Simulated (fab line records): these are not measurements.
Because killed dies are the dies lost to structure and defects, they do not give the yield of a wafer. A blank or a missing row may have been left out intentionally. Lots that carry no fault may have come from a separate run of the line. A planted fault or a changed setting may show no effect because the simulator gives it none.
8D (eight disciplines) problem report, filled in by code -- flow n5_finfet -- the parts of the form that need people (team, actions taken, sign-off) are left out

== 1. PROBLEM STATEMENT ==
Mean of killed_at_contacts at N5_PASSIVATION_PROBE_49: 80 across 2 wafers in 2 lots; on wafers with no fault it is 13 (standard deviation 6). Measured from the usual mean, that is +11 standard deviations.
First seen on wafer L928.4, day 16 20:04, on prober-01. Wafers with a number at this step in the record: 2, from 2 lots. Rule for "out", or "out of limits": more than 4 standard deviations from the usual mean. Any other wafer with a number is counted as sound.

== 2. WHAT IT IS, AND WHAT IT ISN'T ==
question,is,is not
which readings at this step,"killed_at_contacts, sort_bin_5_function","killed_at_M0_to_M3, killed_at_M4_up, killed_at_other, killed_short, sort_bin_4_leakage"
which lots,"L928, L935",-
which wafers of those lots,all that have a number,-
read on which tools,prober-01,-
when,from day 16 20:04,up to then (0 sound wafers)

== 3. SUSPECTS, AND WHAT RULES EACH OUT ==
Counting: a tool at any process step up to the reading remains a suspect when it ran all the lots that are out and ran no sound lot after the first of those.
- rie_diel-02 at N5_MOL_CONTACT_COAG_ETCH_67 (etches SOC in N2/H2, target depth 60 nm, overetch 21 nm, time 101.2 s): kept. It ran every lot that is out, first L928 (day 8 17:14), and no sound lot after that.
- prober-01 at N5_PASSIVATION_PROBE_49: kept. It ran every lot that is out, first L928 (day 16 20:04), and no sound lot after that. On those wafers its own readings are out: killed_at_contacts, sort_bin_5_function.
After counting, rie_diel-02 at N5_MOL_CONTACT_COAG_ETCH_67 and prober-01 at N5_PASSIVATION_PROBE_49 remain.

== 4. THE CAUSE (what the simulator had put in) ==
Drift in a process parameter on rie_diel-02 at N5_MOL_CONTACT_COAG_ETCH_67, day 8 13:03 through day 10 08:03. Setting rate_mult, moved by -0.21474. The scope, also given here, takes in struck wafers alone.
After counting, 2 suspects remain, this tool included.

== 5. SEQUENCE OF EFFECTS, ordered by route ==
Each row: a reading whose mean over the struck wafers that have a number lies more than 3 standard deviations from the usual. Only readings for which the record gives a usual standard deviation are gone through. hours: the time from each lot's start at the first step in this table that gives one to its start at this step, as a median over the lots. sigmas: the change in usual standard deviations.
hours,step,reading,usual,on struck wafers,change,sigmas
0,N5_PASSIVATION_PROBE_49,killed_at_contacts,13,80,+67,+11
0,N5_PASSIVATION_PROBE_49,sort_bin_5_function,5.1 %,10.5,+5.4,+4.9
Process steps it contains:
- N5_PASSIVATION_PROBE_49

== 6. WHAT WOULD HAVE CAUGHT IT SOONER ==
In this record no reading fell out of limits until day 16 20:04, 199 hours after the fault had begun at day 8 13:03.
No tool reading at N5_MOL_CONTACT_COAG_ETCH_67 that has a usual standard deviation in the record was out on any struck wafer, so an alarm limit of 4 standard deviations on those readings would not have fired.
By day 16 20:04 the whole set of lots that are out, 2 in number, had already begun N5_MOL_CONTACT_COAG_ETCH_67 on rie_diel-02. Had the tool been put on hold then, not one of them would have been saved.
